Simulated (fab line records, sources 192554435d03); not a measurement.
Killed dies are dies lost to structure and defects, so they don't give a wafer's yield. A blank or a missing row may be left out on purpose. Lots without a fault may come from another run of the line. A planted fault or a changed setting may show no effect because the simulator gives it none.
fab line records | flow n5_finfet
record lots=10 wafers=29 last_day=18
route steps=1938 shown BEOL_M4@1111 BEOL_M6@1252 BEOL_M7@1263 PASSIVATION@1936
lots that met no fault: from a run of the same line without faults
start_h: hours from the record's first day to the start of the lot's first wafer shown | wait_h: hours since the lot's step before | " the same as in the row above | L1.1+2: a row that stands for several wafers | - no value, or no start given | * or withheld: withheld | < > ~ a bound
route shown NAME@n: a module of which the file shows steps, and the number in the route of the first | usual: mean/standard deviation of fault-free wafers | same: alike in all rows | chamber/n: place in a boat | sites: the reading at each site | _std_site: their standard deviation | _edge_site: outer sites' mean less inner sites' | radius_mm: how far each site lies from the wafer's centre | mask NAME#n: copy n | behind: the tool/chamber that last shaped the wafer | hold: why the lot was held/for how many hours/how that ended | device: the transistor (n, p or np) that didn't switch | end of line: the same wafers' tests at the end of the route | a step without rows: its recipe alone | killed: dies lost to structure and defects at the first sort, not the wafer's yield | map: a wafer's dies, x killed, . not, _ none there
set.NAME: the setting as run; set.NAME@STEP: as run at that earlier step | model.NAME: the simulator's own value behind a step, which no gauge read
steps of the route over a sample of lots; a table a step, a row a wafer
services: from which hour (start_h, from the record's first day; less than 0 if before it) a tool's chamber was out of use, for how many hours, and why
## steps
# step N5_BEOL_M4_RC_MEAS_101
# usual DIBL_N=36.7/2.6 DIBL_P=36.9/2.8 IOFF_N=0.17/0.043 IOFF_P=0.22/0.05 ION_N=678/15 ION_P=465/9.2 SS_N=71.6/0.79 SS_P=73.5/0.82 VT_N=250/3.9 VT_P=-250/3.7
# columns lot.wafer tool chamber start_h wait_h DIBL_N[mV/V] DIBL_P[mV/V] IOFF_N[nA/um] IOFF_P[nA/um] ION_N[uA/um] ION_P[uA/um] SS_N[mV/dec] SS_P[mV/dec] VT_N[mV] VT_P[mV]
L290.2 prober-02 0 191.70 0.2 36.1 37.0 0.16 0.18 697 466 71.5 73.2 248 -254
L290.4 " 0 " " 35.9 36.4 0.14 0.17 662 446 71.6 73.2 254 -255
L290.5 " 0 " " 37.1 37.0 0.16 0.17 690 459 71.8 74.1 251 -257
L291.4 prober-02 0 203.52 0.5 36.4 35.1 0.15 0.20 678 468 71.5 72.5 249 -250
L291.5 " 0 " " 38.1 38.5 0.20 0.25 699 474 71.1 74.4 247 -246
L291.6 " 0 " " 42.1 42.8 0.29 0.36 692 471 72.5 75.2 242 -243
L295.2 prober-01 0 206.64 0.2 36.4 36.8 0.16 0.20 671 461 71.3 73.1 248 -251
L295.4 " 0 " " 41.1 42.8 0.24 0.29 679 458 73.3 75.0 247 -247
L295.6 " 0 " " 37.8 37.5 0.17 0.21 667 454 72.0 73.9 253 -251
L294.2 prober-02 0 213.98 0.2 40.7 42.5 0.22 0.39 687 480 72.5 75.2 247 -240
L294.5 " 0 " " 37.1 37.4 0.15 0.27 668 469 71.8 72.9 250 -244
L294.6 " 0 " " 39.8 41.1 0.23 0.36 697 484 72.0 74.4 241 -241
L293.1 prober-02 0 222.36 0.0 37.0 38.0 0.17 0.23 678 473 71.7 74.1 247 -248
L293.5 " 0 " " 36.4 36.0 0.16 0.21 685 469 72.4 74.1 253 -250
L302.1 prober-02 0 252.17 0.6 40.0 40.0 0.21 0.25 665 456 72.7 74.7 254 -250
L302.2 " 0 " " 32.8 32.0 0.09 0.13 659 453 70.2 72.6 257 -260
L302.3 " 0 " " 35.8 36.8 0.13 0.19 650 446 70.3 74.1 255 -254
L305.1 prober-01 0 272.71 0.0 37.1 36.6 0.16 0.21 675 466 72.0 73.8 248 -248
L305.3 " 0 " " 35.9 35.2 0.14 0.18 684 466 71.7 72.9 250 -252
L305.6 " 0 " " 36.6 35.2 0.15 0.19 666 456 72.3 73.9 252 -251
L306.1 prober-01 0 292.09 0.0 36.0 36.6 0.15 0.22 670 467 71.3 73.3 248 -248
L306.4 " 0 " " 36.9 37.5 0.18 0.25 671 460 71.8 74.7 247 -247
L306.5 " 0 " " 35.1 34.9 0.14 0.19 660 451 71.2 73.2 249 -253
L311.2 prober-02 0 309.73 0.2 36.5 37.1 0.14 0.20 683 469 71.2 73.3 255 -253
L311.3 " 0 " " 39.4 40.4 0.18 0.25 673 464 71.8 74.1 252 -251
L311.5 " 0 " " 36.1 36.5 0.13 0.18 667 456 71.5 72.9 253 -253
L308.1 prober-02 0 312.69 0.0 38.8 37.9 0.20 0.24 690 475 71.3 74.6 244 -248
L308.4 " 0 " " 36.5 35.2 0.15 0.21 664 454 70.6 73.6 251 -248
L308.5 " 0 " " 39.8 39.3 0.24 0.28 703 470 71.8 74.4 244 -248
# step N5_BEOL_M6_SURFACE_TREAT_79
# recipe gas=Ar time_s=* ion_energy_ev=* ion_current_ma_cm2=0.5 pressure_mtorr=* ar_flow_sccm=30
# usual throttle_valve_pct=*
# columns lot.wafer tool chamber start_h wait_h throttle_valve_pct
L290.2 pvd_sputter-01 - 211.29 0.4 *
L290.4 " - " " *
L290.5 " - " " *
L291.4 pvd_sputter-03 - 225.42 0.2 *
L291.5 " - " " *
L291.6 " - " " *
L295.2 pvd_sputter-02 - 227.04 0.2 *
L295.4 " - " " *
L295.6 " - " " *
L294.2 pvd_sputter-01 - 234.46 0.2 *
L294.5 " - " " *
L294.6 " - " " *
L293.1 pvd_sputter-01 - 244.29 0.5 *
L293.5 " - " " *
L302.1 pvd_sputter-03 - 274.88 0.2 *
L302.2 " - " " *
L302.3 " - " " *
L305.1 pvd_sputter-01 - 292.56 0.2 *
L305.3 " - " " *
L305.6 " - " " *
L306.1 pvd_sputter-03 - 312.51 0.2 *
L306.4 " - " " *
L306.5 " - " " *
L311.2 pvd_sputter-03 - 329.93 0.2 *
L311.3 " - " " *
L311.5 " - " " *
L308.1 pvd_sputter-03 - 337.43 0.2 *
L308.4 " - " " *
L308.5 " - " " *
# step N5_BEOL_M7_ILD_DEP_00
# recipe material=SiCOH_lowk target_thk_a=1797.5 temp_c=300 precursor=DEMS/porogen pressure_torr=5 rf_w=500 time_s=33.4
# usual heater_power_outer_w=153/38 heater_power_w=332/61 rf_fwd_power_W=495.4/2.2 showerhead_plenum_p_Torr=5.733/0.012 throttle_valve_pct=14.2/0.89
# columns lot.wafer tool chamber start_h wait_h heater_power_outer_w heater_power_w rf_fwd_power_W showerhead_plenum_p_Torr throttle_valve_pct
L290.2 pecvd-03 1 213.90 0.0 164 364 497.1 5.747 15.2
L290.4 " 0 " " 184 395 494.6 5.715 14.5
L290.5 " 1 " " 167 385 496.9 5.732 15.4
L291.4 pecvd-02 1 226.79 0.1 107 244 498.4 5.721 13.7
L291.5 " 0 " " 114 267 499.0 5.702 13.7
L291.6 " 1 " " 111 253 497.7 5.744 13.8
L295.2 pecvd-03 0 228.80 0.0 166 359 495.9 5.722 14.4
L295.4 " 1 " " 174 396 496.3 5.727 15.2
L295.6 " 0 " " 172 367 495.1 5.716 14.9
L294.2 pecvd-03 1 236.21 0.0 175 394 499.1 5.737 15.0
L294.5 " 2 " " 143 347 492.9 5.753 13.5
L294.6 " 0 " " 165 358 492.7 5.709 14.6
L293.1 pecvd-02 0 247.34 0.0 94 243 496.4 5.719 13.8
L293.5 " 1 " " 137 283 498.5 5.740 13.9
L302.1 pecvd-03 0 276.19 0.0 194 401 492.8 5.729 14.4
L302.2 " 2 " " 124 314 493.0 5.744 13.6
L302.3 " 1 " " 185 405 495.1 5.734 15.1
L305.1 pecvd-03 1 293.95 0.0 185 415 494.5 5.740 15.1
L305.3 " 0 " " 192 408 495.5 5.709 14.8
L305.6 " 2 " " 142 334 495.7 5.739 13.7
L306.1 pecvd-03 1 313.71 0.0 200 424 498.5 5.731 15.3
L306.4 " 0 " " 190 402 493.3 5.707 14.7
L306.5 " 1 " " 205 436 497.8 5.733 15.0
L311.2 pecvd-01 1 331.28 0.0 147 267 498.0 5.728 15.3
L311.3 " 2 " " 113 257 497.2 5.745 13.0
L311.5 " 0 " " 193 379 493.7 5.732 15.7
L308.1 pecvd-02 0 339.04 0.0 103 261 497.8 5.724 13.5
L308.4 " 2 " " 224 410 493.3 5.744 13.0
L308.5 " 0 " " 105 250 494.7 5.730 13.4
# step N5_BEOL_M7_THK_MEAS_01
# recipe reads=SiCOH_lowk_of_BEOL_M7_ILD_DEP_00
# usual M7_ILD_THK=153.8/2.4
# columns lot.wafer tool chamber start_h wait_h M7_ILD_THK[nm]
L290.2 film_metro-02 - 214.48 0.4 152.5
L290.4 " - " " 155.3
L290.5 " - " " 154.7
L291.4 film_metro-02 - 227.37 0.2 153.2
L291.5 " - " " 155.6
L291.6 " - " " 151.7
L295.2 film_metro-02 - 229.38 0.4 151.6
L295.4 " - " " 152.1
L295.6 " - " " 154.8
L294.2 film_metro-02 - 236.79 0.4 152.4
L294.5 " - " " 156.8
L294.6 " - " " 153.1
L293.1 film_metro-01 - 247.92 0.4 152.7
L293.5 " - " " 153.7
L302.1 film_metro-02 - 276.76 0.4 152.7
L302.2 " - " " 154.8
L302.3 " - " " 152.2
L305.1 film_metro-01 - 295.07 0.8 152.2
L305.3 " - " " 149.9
L305.6 " - " " 156.0
L306.1 film_metro-01 - 314.29 0.4 154.6
L306.4 " - " " 156.5
L306.5 " - " " 156.6
L311.2 film_metro-01 - 331.86 0.4 150.0
L311.3 " - " " 155.4
L311.5 " - " " 153.1
L308.1 film_metro-02 - 339.62 0.4 153.3
L308.4 " - " " 153.9
L308.5 " - " " 153.3
# step N5_BEOL_M7_PECVD_70
# recipe material=SiO2 target_thk_a=200 temp_c=400 precursor=TEOS/O2 pressure_torr=5.5 rf_w=450 teos_flow_sccm=53.8 gas=O2 flow_sccm=3000 time_s=22.7
# usual chamber_pressure_Torr=5.499/0.011 heater_power_outer_w=446/76 heater_power_w=758/110 rf_fwd_power_W=445.2/2.1 showerhead_plenum_p_Torr=8.75/0.04 throttle_valve_pct=23.2/1.6
# columns lot.wafer tool chamber start_h wait_h chamber_pressure_Torr heater_power_outer_w heater_power_w rf_fwd_power_W showerhead_plenum_p_Torr throttle_valve_pct
L290.2 pecvd-01 1 214.52 0.0 5.487 548 782 445.5 8.77 25.0
L290.4 " 0 " " 5.509 512 854 444.2 8.69 25.8
L290.5 " 2 " " 5.497 432 697 446.9 8.73 20.7
L291.4 pecvd-03 0 227.42 0.1 - - - - - -
L291.5 " 1 " " - - - - - -
L291.6 " 2 " " - - - - - -
L295.2 pecvd-01 1 229.41 0.0 - - - - - -
L295.4 " 0 " " - - - - - -
L295.6 " 2 " " - - - - - -
L294.2 pecvd-03 1 236.82 0.0 - - - - - -
L294.5 " 0 " " - - - - - -
L294.6 " 2 " " - - - - - -
L293.1 pecvd-02 2 247.96 0.0 5.511 522 813 441.8 8.78 20.4
L293.5 " 2 " " 5.509 528 829 442.9 8.83 20.6
L302.1 pecvd-01 2 276.80 0.0 5.503 352 598 446.5 8.74 21.1
L302.2 " 0 " " 5.495 455 778 445.7 8.69 25.6
L302.3 " 1 " " 5.479 488 737 446.9 8.77 24.7
L305.1 pecvd-03 1 295.11 0.0 5.498 516 905 448.2 8.75 24.5
L305.3 " 1 " " 5.510 543 929 448.3 8.76 24.7
L305.6 " 2 " " 5.509 398 735 446.1 8.79 22.1
L306.1 pecvd-03 0 314.32 0.0 5.505 457 802 445.2 8.70 23.7
L306.4 " 0 " " 5.490 461 814 444.2 8.71 23.6
L306.5 " 2 " " 5.458 414 773 444.5 8.76 22.0
L311.2 pecvd-03 0 331.90 0.0 5.489 516 870 442.7 8.68 23.7
L311.3 " 1 " " 5.508 526 909 446.0 8.76 24.7
L311.5 " 0 " " 5.499 509 862 444.4 8.69 23.6
L308.1 pecvd-01 1 339.66 0.0 5.488 461 686 444.1 8.77 24.8
L308.4 " 2 " " 5.501 368 611 445.9 8.76 21.2
L308.5 " 1 " " 5.494 477 676 446.3 8.78 25.1
# step N5_PASSIVATION_PROBE_49
# usual defect_limited_yield=91.0/1.4 killed_at_M0_to_M3=36/9.6 killed_at_M4_up=14/6.1 killed_at_contacts=13/6.6 killed_at_front_end=40/11 killed_at_other=3.2/2.9 killed_dies=106/17 killed_on_rim=14/3.9 killed_open=71/12 killed_short=33/7.3 sort_bin_5_function=5.3/1 sort_bin_6_memory=3.4/0.68 sort_n_pass=1073/19 sort_yield_pct=91.0/1.6
# same gross_dies=1180 killed_at_back_side=0 sort_bin_4_leakage[%]=0 sort_bin_8_speed[%]=0
# columns lot.wafer tool chamber start_h wait_h defect_limited_yield[%] killed_at_M0_to_M3 killed_at_M4_up killed_at_contacts killed_at_front_end killed_at_other killed_dies killed_on_rim killed_open killed_short sort_bin_5_function[%] sort_bin_6_memory[%] sort_n_pass sort_yield_pct[%]
L290.2 prober-01 - 299.45 0.1 91.8 42 16 12 26 1 97 10 64 32 4.7 3.2 1083 91.8
L290.4 prober-01 - 299.55 0.2 92.1 25 8 12 42 6 93 11 55 38 5.4 2.0 1087 92.1
L290.5 prober-01 - 299.60 0.2 91.1 32 19 8 42 4 105 10 68 35 5.2 3.6 1075 91.1
L295.2 prober-02 - 311.77 0.1 63.4 29 325 22 49 7 432 73 87 34 32.0 4.4 748 63.4
L295.4 prober-02 - 311.87 0.2 64.8 26 327 12 43 7 415 85 58 34 31.0 3.4 765 64.8
L295.6 prober-02 - 311.97 0.3 62.7 30 352 13 40 5 440 12 75 29 34.4 2.8 740 62.7
L291.4 prober-01 - 315.34 0.2 65.1 33 319 13 44 3 412 118 72 27 30.7 3.9 768 65.1
L291.5 prober-01 - 315.39 0.2 64.4 29 332 2 50 7 420 14 73 21 33.1 2.5 760 64.4
L291.6 prober-01 - 315.44 0.3 63.7 25 350 11 37 5 428 13 58 34 33.0 2.6 752 63.7
L294.2 prober-02 - 317.88 0.1 65.7 34 331 2 35 3 405 12 68 22 30.8 3.1 775 65.7
L294.5 prober-02 - 318.03 0.2 62.6 24 325 14 77 1 441 110 60 34 34.4 2.9 739 62.6
L294.6 prober-02 - 318.08 0.3 63.8 23 364 6 33 1 427 16 60 33 32.4 3.5 753 63.8
L293.1 prober-01 - 327.19 0.0 91.9 29 16 11 38 1 95 13 64 31 5.0 2.9 1085 91.9
L293.5 prober-01 - 327.39 0.2 90.3 39 11 15 50 0 115 12 75 40 6.4 3.1 1065 90.3
L302.1 prober-02 - 356.35 0.0 89.4 55 14 14 38 4 125 18 78 47 5.8 4.3 1055 89.4
L302.2 prober-02 - 356.40 0.1 87.9 60 15 26 38 4 143 21 92 46 8.4 3.5 1037 87.9
L302.3 prober-02 - 356.45 0.1 91.0 40 13 21 30 2 106 21 64 42 5.5 3.1 1074 91.0
L305.1 prober-01 - 385.25 0.0 92.2 32 25 13 22 0 92 12 58 34 4.3 3.3 1088 92.2
L305.3 prober-01 - 385.35 0.1 90.6 50 12 8 41 0 111 10 64 39 5.7 2.8 1069 90.6
L305.6 prober-01 - 385.50 0.3 90.2 59 15 16 26 0 116 16 79 34 4.9 4.6 1064 90.2
L306.1 prober-02 - 391.42 0.0 89.7 46 9 13 47 6 121 15 81 33 6.0 3.8 1059 89.7
L306.4 prober-02 - 391.57 0.2 93.3 30 8 10 28 3 79 9 51 28 3.8 2.6 1101 93.3
L306.5 prober-02 - 391.62 0.2 91.9 40 13 17 26 0 96 7 62 33 4.9 3.0 1084 91.9
L311.2 prober-01 - 413.94 0.1 92.5 40 7 3 37 1 88 12 58 26 4.7 2.7 1092 92.5
L311.3 prober-01 - 413.99 0.1 92.4 38 13 11 26 2 90 15 64 23 5.3 2.4 1090 92.4
L311.5 prober-01 - 414.09 0.2 91.9 37 16 14 25 3 95 13 66 29 4.5 3.2 1085 91.9
L308.1 prober-02 - 426.15 0.0 92.8 27 9 23 24 2 85 8 54 30 4.3 2.8 1095 92.8
L308.4 prober-02 - 426.30 0.2 92.9 26 16 11 25 6 84 12 58 22 3.8 3.1 1096 92.9
L308.5 prober-02 - 426.35 0.2 92.8 30 9 12 29 5 85 14 53 28 4.3 2.7 1095 92.8
# killed by level:class
L290.2 MOL_CONTACT_COAG:geometric_particle:open=11 BEOL_M0_SAQP:geometric_particle:open=11 BEOL_M0_SAQP:geometric_particle:short=11 BEOL_M1:geometric_particle:open=7 BEOL_M2:geometric_particle:open=6 FIN_SAQP:geometric_particle:short=5 STI_FIN_REVEAL:geometric_particle:open=5 BEOL_M4:geometric_particle:open=5
L290.4 MOL_CONTACT_COAG:geometric_particle:open=9 BEOL_M1:geometric_particle:open=9 STI_FIN_REVEAL:geometric_particle:open=7 STARTING-WAFER:geometric_particle:short=6 STI_FIN_REVEAL:geometric_particle:short=5 DUMMY_GATE:geometric_particle:open=5 FIN_SAQP:geometric_particle:short=4 GATE_CUT:geometric_particle:short=4
L290.5 FIN_SAQP:geometric_particle:open=11 BEOL_M1:geometric_particle:open=10 BEOL_M0_SAQP:geometric_particle:short=9 STI_FIN_REVEAL:geometric_particle:open=8 BEOL_M0_SAQP:geometric_particle:open=8 BEOL_M4:geometric_particle:open=8 GATE_CUT:geometric_particle:short=6 FIN_SAQP:geometric_particle:short=5
L295.2 BEOL_M7:area_pecvd=303 MOL_CONTACT_COAG:geometric_particle:open=16 BEOL_M4:geometric_particle:open=14 FIN_SAQP:geometric_particle:open=9 BEOL_M2:geometric_particle:open=8 FIN_SAQP:geometric_particle:short=7 STI_FIN_REVEAL:geometric_particle:open=7 BEOL_M3:geometric_particle:open=7
L295.4 BEOL_M7:area_pecvd=319 STI_FIN_REVEAL:geometric_particle:open=14 MOL_CONTACT_COAG:geometric_particle:open=9 BEOL_M3:geometric_particle:open=6 GATE_CUT:geometric_particle:short=5 BEOL_M3:geometric_particle:short=5 BEOL_M0_SAQP:geometric_particle:open=4 STARTING-WAFER:geometric_particle:open=4
L295.6 BEOL_M7:area_pecvd=329 FIN_SAQP:geometric_particle:open=12 MOL_CONTACT_COAG:geometric_particle:open=11 BEOL_M2:geometric_particle:open=9 STI_FIN_REVEAL:geometric_particle:open=8 BEOL_M4:geometric_particle:open=8 FIN_SAQP:geometric_particle:short=7 BEOL_M3:geometric_particle:open=6
L291.4 BEOL_M7:area_pecvd=313 STI_FIN_REVEAL:geometric_particle:open=16 MOL_CONTACT_COAG:geometric_particle:open=11 BEOL_M0_SAQP:geometric_particle:open=8 BEOL_M1:geometric_particle:open=8 FIN_SAQP:geometric_particle:short=7 BEOL_M0_SAQP:geometric_particle:short=6 BEOL_M2:geometric_particle:open=6
L291.5 BEOL_M7:area_pecvd=325 FIN_SAQP:geometric_particle:open=15 BEOL_M2:geometric_particle:open=8 BEOL_M1:geometric_particle:open=7 GATE_CUT:geometric_particle:open=6 STI_FIN_REVEAL:geometric_particle:open=5 BEOL_M3:geometric_particle:open=5 ILD0:geometric_particle:short=4
L291.6 BEOL_M7:area_pecvd=334 BEOL_M2:geometric_particle:open=8 FIN_SAQP:geometric_particle:open=7 MOL_CONTACT_COAG:geometric_particle:short=6 BEOL_M4:geometric_particle:open=6 FIN_SAQP:geometric_particle:short=5 STI_FIN_REVEAL:geometric_particle:open=5 MOL_CONTACT_COAG:geometric_particle:open=5
L294.2 BEOL_M7:area_pecvd=315 BEOL_M1:geometric_particle:open=18 BEOL_M4:geometric_particle:open=10 GATE_CUT:geometric_particle:short=8 BEOL_M2:geometric_particle:open=7 STI_FIN_REVEAL:geometric_particle:open=6 FIN_SAQP:geometric_particle:open=5 DUMMY_GATE:geometric_particle:open=5
L294.5 BEOL_M7:area_pecvd=310 FIN_CUT:area_etch=37 MOL_CONTACT_COAG:geometric_particle:open=12 BEOL_M4:geometric_particle:open=9 FIN_SAQP:geometric_particle:short=7 GATE_CUT:geometric_particle:short=5 BEOL_M1:geometric_particle:open=5 BEOL_M2:geometric_particle:open=5
L294.6 BEOL_M7:area_pecvd=334 BEOL_M4:geometric_particle:open=15 GATE_CUT:geometric_particle:short=8 MOL_CONTACT_COAG:geometric_particle:open=5 BEOL_M1:geometric_particle:short=5 BEOL_M5:geometric_particle:open=5 ILD0:geometric_particle:open=4 GATE_CUT:geometric_particle:open=4
L293.1 STI_FIN_REVEAL:geometric_particle:open=13 MOL_CONTACT_COAG:geometric_particle:open=11 FIN_SAQP:geometric_particle:open=6 STI_FIN_REVEAL:geometric_particle:short=6 BEOL_M2:geometric_particle:open=6 FIN_SAQP:geometric_particle:short=5 BEOL_M3:geometric_particle:short=5 BEOL_M0_SAQP:geometric_particle:short=5
L293.5 FIN_SAQP:geometric_particle:open=15 FIN_SAQP:geometric_particle:short=14 MOL_CONTACT_COAG:geometric_particle:open=12 STI_FIN_REVEAL:geometric_particle:open=10 BEOL_M0_SAQP:geometric_particle:short=9 BEOL_M0_SAQP:geometric_particle:open=7 BEOL_M2:geometric_particle:open=7 BEOL_M3:geometric_particle:open=7
L302.1 STI_FIN_REVEAL:geometric_particle:open=10 BEOL_M3:geometric_particle:open=10 FIN_SAQP:geometric_particle:open=9 BEOL_M2:geometric_particle:open=9 MOL_CONTACT_COAG:geometric_particle:open=8 BEOL_M0_SAQP:geometric_particle:short=7 BEOL_M0_SAQP:geometric_particle:open=7 BEOL_M4:geometric_particle:open=7
L302.2 MOL_CONTACT_COAG:geometric_particle:open=20 BEOL_M0_SAQP:geometric_particle:short=16 BEOL_M2:geometric_particle:open=12 BEOL_M0_SAQP:geometric_particle:open=11 FIN_SAQP:geometric_particle:open=9 BEOL_M4:geometric_particle:open=9 BEOL_M1:geometric_particle:open=7 BEOL_M3:geometric_particle:open=7
L302.3 MOL_CONTACT_COAG:geometric_particle:open=16 BEOL_M0_SAQP:geometric_particle:short=10 BEOL_M1:geometric_particle:open=10 BEOL_M2:geometric_particle:open=7 BEOL_M4:geometric_particle:open=7 FIN_SAQP:geometric_particle:short=5 MOL_CONTACT_COAG:geometric_particle:short=5 BEOL_M0_SAQP:geometric_particle:open=5
L305.1 BEOL_M4:geometric_particle:open=13 MOL_CONTACT_COAG:geometric_particle:open=10 BEOL_M1:geometric_particle:open=10 BEOL_M0_SAQP:geometric_particle:short=9 BEOL_M1:geometric_particle:short=7 STARTING-WAFER:geometric_particle:open=4 STARTING-WAFER:geometric_particle:short=4 FIN_SAQP:geometric_particle:short=3
L305.3 BEOL_M1:geometric_particle:open=14 BEOL_M0_SAQP:geometric_particle:open=10 FIN_SAQP:geometric_particle:short=9 BEOL_M4:geometric_particle:open=8 BEOL_M1:geometric_particle:short=7 BEOL_M2:geometric_particle:open=7 MOL_CONTACT_COAG:geometric_particle:open=6 FIN_SAQP:geometric_particle:open=5
L305.6 BEOL_M1:geometric_particle:open=18 MOL_CONTACT_COAG:geometric_particle:open=13 BEOL_M0_SAQP:geometric_particle:open=12 BEOL_M0_SAQP:geometric_particle:short=11 BEOL_M1:geometric_particle:short=6 FIN_SAQP:geometric_particle:short=5 FIN_SAQP:geometric_particle:open=5 BEOL_M3:geometric_particle:open=4
L306.1 STI_FIN_REVEAL:geometric_particle:open=17 BEOL_M2:geometric_particle:open=16 MOL_CONTACT_COAG:geometric_particle:open=10 BEOL_M3:geometric_particle:open=10 BEOL_M0_SAQP:geometric_particle:short=7 FIN_CUT:area_etch=7 BEOL_M4:geometric_particle:open=6 DUMMY_GATE:geometric_particle:open=5
L306.4 DUMMY_GATE:geometric_particle:open=9 BEOL_M2:geometric_particle:open=8 MOL_CONTACT_COAG:geometric_particle:open=7 FIN_SAQP:geometric_particle:short=5 BEOL_M0_SAQP:geometric_particle:short=5 BEOL_M0:geometric_particle:open=5 BEOL_M0_SAQP:geometric_particle:open=4 STARTING-WAFER:geometric_particle:short=4
L306.5 MOL_CONTACT_COAG:geometric_particle:open=13 BEOL_M3:geometric_particle:open=13 BEOL_M0_SAQP:geometric_particle:short=7 FIN_SAQP:geometric_particle:short=6 BEOL_M2:geometric_particle:open=6 DUMMY_GATE:geometric_particle:open=5 STI_FIN_REVEAL:geometric_particle:open=4 GATE_CUT:geometric_particle:short=4
L311.2 BEOL_M3:geometric_particle:open=13 FIN_SAQP:geometric_particle:short=10 BEOL_M2:geometric_particle:open=9 STI_FIN_REVEAL:geometric_particle:open=8 DUMMY_GATE:geometric_particle:open=6 BEOL_M3:geometric_particle:short=6 BEOL_M1:geometric_particle:open=5 FIN_SAQP:geometric_particle:open=4
L311.3 MOL_CONTACT_COAG:geometric_particle:open=10 BEOL_M0_SAQP:geometric_particle:open=9 BEOL_M0_SAQP:geometric_particle:short=7 FIN_SAQP:geometric_particle:open=6 BEOL_M0:geometric_particle:open=5 BEOL_M2:geometric_particle:open=5 BEOL_M4:geometric_particle:open=4 GATE_CUT:geometric_particle:short=4
L311.5 MOL_CONTACT_COAG:geometric_particle:open=13 BEOL_M0_SAQP:geometric_particle:open=11 FIN_SAQP:geometric_particle:open=9 BEOL_M0_SAQP:geometric_particle:short=8 BEOL_M2:geometric_particle:open=6 BEOL_M8:geometric_particle:open=6 BEOL_M4:geometric_particle:open=4 BEOL_M3:geometric_particle:open=4
L308.1 MOL_CONTACT_COAG:geometric_particle:open=19 STARTING-WAFER:geometric_particle:short=6 BEOL_M2:geometric_particle:open=5 BEOL_M0_SAQP:geometric_particle:open=5 BEOL_M3:geometric_particle:open=5 MOL_CONTACT_COAG:geometric_particle:short=4 BEOL_M0_SAQP:geometric_particle:short=4 BEOL_M4:geometric_particle:open=4
L308.4 MOL_CONTACT_COAG:geometric_particle:open=9 DUMMY_GATE:geometric_particle:open=7 BEOL_M0_SAQP:geometric_particle:short=5 BEOL_M2:geometric_particle:open=5 BEOL_M4:geometric_particle:open=5 STI_FIN_REVEAL:geometric_particle:open=4 GATE_CUT:geometric_particle:short=4 BEOL_M0_SAQP:geometric_particle:open=4
L308.5 MOL_CONTACT_COAG:geometric_particle:open=11 BEOL_M2:geometric_particle:open=7 FIN_SAQP:geometric_particle:short=5 BEOL_M1:geometric_particle:open=5 BEOL_M4:geometric_particle:open=5 BEOL_M0_SAQP:geometric_particle:open=4 BEOL_M0_SAQP:geometric_particle:short=4 BEOL_M0:geometric_particle:short=4
## services
# columns tool chamber start_h hours kind
pecvd-02 2 202.38 - clean
pecvd-02 2 202.38 - consumable_replace:showerhead
pecvd-02 2 202.38 29.0 scheduled_down
pecvd-02 2 202.38 29.0 vent_cycle
pecvd-03 - 227.89 0.2 repair
pecvd-02 0 237.10 5.5 scheduled_down
pecvd-02 - 260.38 0.8 repair
pecvd-03 2 277.72 2.1 scheduled_down
pecvd-01 1 278.30 5.0 scheduled_down
pvd_sputter-01 - 302.54 1.3 repair
pecvd-03 - 325.45 6.0 pm
pvd_sputter-01 - 331.05 9.3 repair
## key
first_sign step=N5_BEOL_M7_PECVD_70 reading=tool_record direction=missing
effect step=N5_PASSIVATION_PROBE_49 reading=killed_at_M4_up direction=up sigmas=53 usual=14 struck=336
more_kills_born_at N5_BEOL_M7_PECVD_70@pecvd-03=1931 N5_BEOL_M7_PECVD_70@pecvd-01=951
met_at N5_BEOL_M7_PECVD_70
struck_lots L291,L294,L295
baseline_loss step=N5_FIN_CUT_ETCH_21 wafers=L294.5
not_acting_at N5_BEOL_M6_SURFACE_TREAT_79,N5_BEOL_M7_ILD_DEP_00,N5_BEOL_M7_THK_MEAS_01
onset_between 214.52 227.42
fault kind=skipped_step_whole tool=pecvd-01,pecvd-03 chamber=- onset_h=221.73 steps=N5_BEOL_M7_PECVD_70 scope=struck_lots_only
# baseline_loss: these wafers lose ten dies or more at that step, a loss of the line's own and not of a fault; the sort's usual values leave them out
